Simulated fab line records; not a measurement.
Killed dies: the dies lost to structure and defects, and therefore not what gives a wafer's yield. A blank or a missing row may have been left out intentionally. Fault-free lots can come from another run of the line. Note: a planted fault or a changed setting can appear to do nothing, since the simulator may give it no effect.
Chamber matching -- flow nand_harc -- rie_diel-05 running NHARC_A_M0_ETCH_34: 4 sister chambers
The step etches the open film in N2/H2, target depth 40 nm, overetch 12 nm, time 43.94 s. 8 wafers are shown with their chamber, then 10 later ones without.

== WAFERS WITH THEIR CHAMBER ==
wafer,chamber,drypump_motor_current_A (A),oes_product_au (a.u.)
L079.4,1,6.3,1.033
L086.4,1,6.3,1.017
L091.2,0,5.1,0.965
L088.2,2,6.3,0.995
L088.5,3,6.3,0.999
L088.6,0,5.1,0.971
L093.1,2,6.2,1.008
L093.2,3,6.3,1.005

== WAFERS MISSING THEIR CHAMBER ==
wafer,drypump_motor_current_A (A),oes_product_au (a.u.)
L093.5,5.1,0.986
L092.2,6.3,1.007
L092.4,6.3,1.003
L092.6,6.3,1.015
L094.1,5.1,0.975
L094.2,6.3,1.003
L094.3,6.3,1.007
L096.1,6.3,1.007
L096.4,6.3,0.990
L096.6,6.3,1.008

== CHAMBER TAKEN BY EACH ==
wafer,from the rows above,in truth
L093.5,0,0
L092.2,can't be placed: 3 or 2 or 1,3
L092.4,can't be placed: 3 or 2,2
L092.6,can't be placed: 1 or 3 or 2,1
L094.1,0,0
L094.2,can't be placed: 3 or 2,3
L094.3,can't be placed: 3 or 2 or 1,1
L096.1,can't be placed: 3 or 2 or 1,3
L096.4,can't be placed: 3 or 2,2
L096.6,can't be placed: 3 or 2 or 1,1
Correctly placed: 2 of 10. From these rows, 8 cannot be placed; in 8 the true chamber is one of the candidates. 0 placed wrongly.
How it was worked out, from the rows above alone: a wafer's distance from a chamber is the root of the sum, over the readings, of the square of ((its reading less the chamber's mean) divided by the reading's scatter). If the next closest chamber is less than 2 further off than the closest, the wafer can't be placed; otherwise it belongs to the closest. A chamber's mean is the mean of its shown wafers. The scatter is the square root of a quotient: the sum, over the shown wafers, of each reading's squared deviation from its chamber's mean, divided by wafers minus chambers.
